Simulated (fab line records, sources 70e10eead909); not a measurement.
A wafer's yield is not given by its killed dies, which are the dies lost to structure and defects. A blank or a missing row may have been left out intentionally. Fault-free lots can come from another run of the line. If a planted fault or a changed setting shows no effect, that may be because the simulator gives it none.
Shared-tool check	flow nandHarc	39 wafers sampled across 12 lots

WHY IT WAS OPENED
Flagged at NHARC_P_GATE_CD_MEAS_59: reading cdNm, on 1 of 12 lots. No-fault wafers: 720.4 nm, standard deviation 1.9.
Rule: a lot gets a flag if all its wafers with a number sit over 4 standard deviations from that mean, or if no wafer of it has a number. All remaining lots are regarded as sound.

lot	measured	on	cdNm (nm), wafer by wafer	flag
L737	day 5 19:17	cdSem-03	719.6 719.9 719.4	
L739	day 6 12:03	cdSem-01	717.3 721.4 719.5	
L742	day 7 14:57	cdSem-02	698.7 698.4 699.3 699.0 699.0 699.4	FLAGGED
L738	day 8 02:16	cdSem-03	722.9 722.3 719.8	
L753	day 12 01:51	cdSem-03	718.8 719.0 719.6	
L752	day 12 02:47	cdSem-02	723.2 720.7 719.5	
L755	day 12 20:53	cdSem-02	719.5 723.7 722.3	
L756	day 13 09:34	cdSem-02	724.2 721.2 720.8	
L757	day 13 23:07	cdSem-03	719.6 722.4 723.2	
L758	day 14 09:53	cdSem-02	722.3 719.3 719.7	
L759	day 14 16:34	cdSem-02	720.4 718.4 718.7	
L760	day 15 02:23	cdSem-03	719.1 721.1 720.0	
On average the flagged lots' numbers are 699.0 nm, which is -21.4 nm against the usual, or -11 standard deviations.

LOT BY LOT: THE TOOL USED
2 process steps preceding the reading are held in the record, out of 1302 steps in the route. Read each cell as the tool, then ch plus the chambers that the sampled wafers visited, then the start.
lot	flag	NHARC_P_GATE_STRIP_101	NHARC_P_GATE_EXPOSE_56
L737		rieDiel-02 ch 0,1,3, day 5 16:35	krfScanner-01 ch 0, day 5 19:08
L739		rieDiel-11 ch 0,1, day 6 09:29	krfScanner-04 ch 0, day 6 11:54
L742	FLAGGED	rieDiel-04 ch 0,2,3, day 7 12:16	krfScanner-01 ch 0, day 7 14:48
L738		rieDiel-11 ch 0,1,2, day 5 17:56	krfScanner-01 ch 0, day 8 02:06
L753		rieDiel-02 ch 2,3, day 11 23:25	krfScanner-03 ch 0, day 12 01:42
L752		rieDiel-04 ch 0,1,2, day 12 00:07	krfScanner-01 ch 0, day 12 02:38
L755		rieDiel-11 ch 0,2,3, day 12 18:11	krfScanner-04 ch 0, day 12 20:44
L756		rieDiel-11 ch 0,2, day 13 06:53	krfScanner-03 ch 0, day 13 09:25
L757		rieDiel-02 ch 0,1, day 13 20:31	krfScanner-03 ch 0, day 13 22:57
L758		rieDiel-11 ch 1,2, day 14 07:12	krfScanner-04 ch 0, day 14 09:44
L759		rieDiel-11 ch 1,2,3, day 14 13:58	krfScanner-04 ch 0, day 14 16:25
L760		rieDiel-11 ch 0,2, day 14 23:50	krfScanner-04 ch 0, day 15 02:14
These steps, and what they do:
- NHARC_P_GATE_STRIP_101: strips in O2, time 20 s.
- NHARC_P_GATE_EXPOSE_56: exposes mask P PSD, target cd 720 nm.
- NHARC_P_GATE_CD_MEAS_59: target cd 720 nm.

FLAGGED OVER TOTAL, TOOL BY TOOL (the gauges that took the reading come last)
step	tool	lots run	flagged	share of the flagged lots	sound lots run after its first flagged lot
NHARC_P_GATE_STRIP_101	rieDiel-02	3	0	none	-
NHARC_P_GATE_STRIP_101	rieDiel-04	2	1	all	1 (L752)
NHARC_P_GATE_STRIP_101	rieDiel-11	7	0	none	-
NHARC_P_GATE_EXPOSE_56	krfScanner-01	4	1	all	2 (L738,L752)
NHARC_P_GATE_EXPOSE_56	krfScanner-03	3	0	none	-
NHARC_P_GATE_EXPOSE_56	krfScanner-04	5	0	none	-
NHARC_P_GATE_CD_MEAS_59	cdSem-01	1	0	none	-
NHARC_P_GATE_CD_MEAS_59	cdSem-02	6	1	all	5 (L752,L755,L756,L758,L759)
NHARC_P_GATE_CD_MEAS_59	cdSem-03	5	0	none	-

THE TABLE: WHAT IT ALLOWS
In the table, 3 rows ran each flagged lot (rieDiel-04 at NHARC_P_GATE_STRIP_101; krfScanner-01 at NHARC_P_GATE_EXPOSE_56; cdSem-02 at NHARC_P_GATE_CD_MEAS_59).
- rieDiel-04 at NHARC_P_GATE_STRIP_101: 1 of its 2 lots flagged. Sound lots ran on it after the first flagged one (L752), which a lasting fault on the whole tool wouldn't allow.
- krfScanner-01 at NHARC_P_GATE_EXPOSE_56: 1 of its 4 lots flagged. Sound lots ran on it after the first flagged one (L738, L752), which a lasting fault on the whole tool wouldn't allow.
- cdSem-02 at NHARC_P_GATE_CD_MEAS_59: 1 of its 6 lots flagged. Sound lots ran on it after the first flagged one (L752, L755, L756, L758, L759), which a lasting fault on the whole tool wouldn't allow.
There is no row in the table that ran each flagged lot and no sound lot after the first.

WHAT THE SIMULATOR PUT IN
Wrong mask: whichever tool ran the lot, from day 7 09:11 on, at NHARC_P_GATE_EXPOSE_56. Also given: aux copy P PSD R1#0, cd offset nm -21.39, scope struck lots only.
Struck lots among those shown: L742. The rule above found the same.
